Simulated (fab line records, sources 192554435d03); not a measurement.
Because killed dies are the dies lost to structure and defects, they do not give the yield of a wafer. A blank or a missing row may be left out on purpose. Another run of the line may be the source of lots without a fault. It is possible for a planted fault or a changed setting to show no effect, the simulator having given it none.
Matching of chambers + flow n5_finfet + 3 sister chambers for N5_BEOL_M10_CURE_72 on uv_cure-02
The step cures SiCOH lowk, time 120 s. 6 wafers are shown with their chamber, then 11 later ones without.

== WAFERS PAIRED WITH THEIR CHAMBERS ==
| wafer  | chamber | wafer_temp_C_max | lamp_power_pct (%) |
|--------|---------|------------------|--------------------|
| L081.6 | 0       | 371.7            | 52.28              |
| L082.3 | 2       | 371.3            | 52.30              |
| L082.4 | 2       | 372.0            | 52.24              |
| L084.5 | 1       | 370.6            | 52.36              |
| L084.6 | 1       | 370.4            | 52.30              |
| L091.1 | 0       | 372.2            | 52.25              |

== WAFERS MISSING THEIR CHAMBER ==
| wafer  | wafer_temp_C_max | lamp_power_pct (%) |
|--------|------------------|--------------------|
| L091.3 | 372.0            | 52.27              |
| L091.6 | 372.6            | 52.28              |
| L091.2 | 371.5            | 52.36              |
| L091.4 | 371.8            | 52.32              |
| L091.5 | 371.3            | 52.37              |
| L096.1 | 370.8            | 52.30              |
| L096.3 | 371.0            | 52.38              |
| L096.5 | 370.7            | 52.28              |
| L096.2 | 370.7            | 52.33              |
| L096.4 | 371.2            | 52.25              |
| L096.6 | 371.1            | 52.36              |

== WHICH CHAMBER EACH ONE RAN IN ==
| wafer  | from the rows above          | in truth |
|--------|------------------------------|----------|
| L091.3 | can't be placed: 0 or 2      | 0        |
| L091.6 | can't be placed: 0 or 2      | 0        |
| L091.2 | can't be placed: 2 or 0 or 1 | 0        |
| L091.4 | can't be placed: 2 or 0      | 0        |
| L091.5 | can't be placed: 1 or 2 or 0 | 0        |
| L096.1 | can't be placed: 1 or 2      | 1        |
| L096.3 | can't be placed: 1 or 2      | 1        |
| L096.5 | can't be placed: 1 or 2      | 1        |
| L096.2 | 1                            | 1        |
| L096.4 | can't be placed: 2 or 0 or 1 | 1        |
| L096.6 | can't be placed: 1 or 2 or 0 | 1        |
Correctly placed: 1 of 11. Cannot be placed on the basis of these rows: 10; the candidates contain the true chamber in 10. Placed wrongly: 0.
How it was worked out, from the rows above alone: a wafer's distance from a chamber is the root of the sum, over the readings, of the square of ((its reading less the chamber's mean) divided by the reading's scatter). If the next closest chamber is less than 2 further off than the closest, the wafer can't be placed; otherwise it belongs to the closest. Each chamber's mean is taken over the wafers shown for it. The scatter is the square root of a quotient: the sum, over the shown wafers, of each reading's squared deviation from its chamber's mean, divided by wafers minus chambers.
